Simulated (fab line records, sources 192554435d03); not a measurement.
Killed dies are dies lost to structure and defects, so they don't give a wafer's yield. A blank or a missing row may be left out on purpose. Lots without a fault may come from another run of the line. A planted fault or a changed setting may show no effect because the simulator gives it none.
A struck lot beside a sound one | flow n5_finfet | 36 steps out of a route of 1938
Sound: wafers L232.1, L232.3, L232.4. Struck: wafer L235.2. (L235.4, L235.6 of the same lot were not struck and are left out.) The cause comes at the end.
At each step with rows: each side's tool, then ch and its chambers, then its first start. Under that, the readings that differ: sound wafers | struck wafers | difference of the means | sigmas: that difference in standard deviations of wafers without a fault.
alike: readings whose means differ by less than 2 such deviations, and words and numbers that are the same on both sides. not compared: withheld readings, readings that some wafer has no value for, bounds like >300 that may hide the same value, and numbers for which the record gives no deviation and whose values overlap.
The two part at a step that has a row with sigmas, a row that says differs or no value, or rows on one side only. Numbers that don't overlap but have no deviation are shown without sigmas and don't part them. A reading that every wafer of one side lacks parts them only if that side has two wafers or more.

first, 9 steps without rows for these wafers: N5_PMOS_HMC_CHANNEL_EPI_HM_DEP_34 (deposits SiO2 from TEOS/O2, target thk 36 nm, time 6.9 s); N5_PMOS_HMC_CHANNEL_EPI_COAT_31 (time 60 s, resist thk 66 nm); N5_PMOS_HMC_CHANNEL_EPI_COAT_03 (resist thk 205 nm); N5_PMOS_HMC_CHANNEL_EPI_EBR_05; N5_PMOS_HMC_CHANNEL_EPI_SOFTBAKE_04 (time 60 s); N5_PMOS_HMC_CHANNEL_EPI_EXPOSE_06 (exposes mask PMOS HMC BLK, target cd 240 nm); N5_PMOS_HMC_CHANNEL_EPI_PEB_07 (peb time 60 s); N5_PMOS_HMC_CHANNEL_EPI_DEVELOP_08 (develop time 30 s); N5_PMOS_HMC_CHANNEL_EPI_DESCUM_14 (chemistry O2, time 7.9 s).
N5_PMOS_HMC_CHANNEL_EPI_ETCH_32: etches BARC in N2/H2, stops on SiO2, target depth 85.8 nm, time 50.3 s.
  sound on rie_diel-06 ch 0,1,3, day 4 01:04; struck on rie_diel-01 ch 3, day 4 17:34
  alike: drypump_motor_current_A, oes_product_au, rf_vpp_V, showerhead_plenum_p_Torr, throttle_valve_pct
  not compared: rf_hours_counter_h
then, 25 steps without rows for these wafers: N5_PMOS_HMC_CHANNEL_EPI_HM_OPEN_15 (chemistry CHF3/O2, target SiO2, target depth 40.6 nm, time 20.3 s); N5_PMOS_HMC_CHANNEL_EPI_STRIP_33 (strips in N2/H2); N5_PMOS_HMC_CHANNEL_EPI_STRIP_17 (strips in SPM, time 750 s); N5_PMOS_HMC_CHANNEL_EPI_ETCH_38 (etches SiO2 in CF4, target depth 1.5 nm); N5_PMOS_HMC_CHANNEL_EPI_FIN_RECESS_16 (chemistry HBr/Cl2, target Si, target depth 54 nm, time 18 s); N5_PMOS_HMC_CHANNEL_EPI_PRECLEAN_36 (cleans in O3/DIW, time 45 s); N5_PMOS_HMC_CHANNEL_EPI_PRECLEAN_18 (cleans in DHF, time 30 s); N5_PMOS_HMC_CHANNEL_EPI_SRD_19 (time 30 s); N5_PMOS_HMC_CHANNEL_EPI_EPI_20 (deposits SiGe30, target thk 59 nm); N5_PMOS_HMC_CHANNEL_EPI_HM_STRIP_35 (strips SiO2 in dHF, material SiO2, target depth 39.6 nm, time 216 s); N5_PMOS_HMC_CHANNEL_EPI_SRD_39 (time 30 s); N5_PMOS_HMC_CHANNEL_EPI_CMP_21 (polishes SiGe30, target thk 54 nm); N5_PMOS_HMC_CHANNEL_EPI_PRECLEAN_40 (cleans in DHF, time 30 s); N5_PMOS_HMC_CHANNEL_EPI_PRECLEAN_37 (cleans in O3/DIW, time 45 s); N5_PMOS_HMC_CHANNEL_EPI_PRECLEAN_24 (cleans in DHF, time 30 s); N5_PMOS_HMC_CHANNEL_EPI_SRD_25 (time 30 s); N5_PMOS_HMC_CHANNEL_EPI_EPI_26 (deposits Si from SiH4/H2, target thk 3.8 nm, time 22.7 s); N5_FIN_SAQP_PRECLEAN_42 (cleans in O3/DIW, time 60 s); N5_FIN_SAQP_PRECLEAN_00 (cleans in SC1, time 60 s); N5_FIN_SAQP_PRECLEAN_44 (cleans in SC2, time 45 s); N5_FIN_SAQP_SRD_01 (time 30 s); N5_FIN_SAQP_ALD_61 (deposits SiO2, target thk 4 nm, pulse time 1 s, purge time 2 s); N5_FIN_SAQP_DENSIFY_62 (time 60 s); N5_FIN_SAQP_HM_DEP_03 (deposits SiNx from SiH4/NH3/N2, target thk 38 nm, time 33.6 s); N5_FIN_SAQP_PECVD_47 (deposits a-Si from SiH4/He, target thk 45 nm, time 36.3 s).
-- the record jumps here: 11 days lie between the struck wafers' starts before and after (it left off in module FIN_SAQP and takes up again in module PASSIVATION, whose first step shown is number 1936 of the route) --
N5_PASSIVATION_PROBE_49:
  sound on prober-02, day 14 05:26; struck on prober-01, day 15 17:25
  reading             | sound      | struck | difference | sigmas
  killed_at_front_end | 42 34 36   | 173    | +136       | +12
  killed_dies         | 106 125 85 | 221    | +116       | +7
  alike: killed_at_M0_to_M3, killed_at_M4_up, killed_at_contacts, killed_at_other, killed_on_rim, killed_open, killed_short

WHERE THEY PART
Only at N5_PASSIVATION_PROBE_49, within this record.

WHY: what the simulator had put in
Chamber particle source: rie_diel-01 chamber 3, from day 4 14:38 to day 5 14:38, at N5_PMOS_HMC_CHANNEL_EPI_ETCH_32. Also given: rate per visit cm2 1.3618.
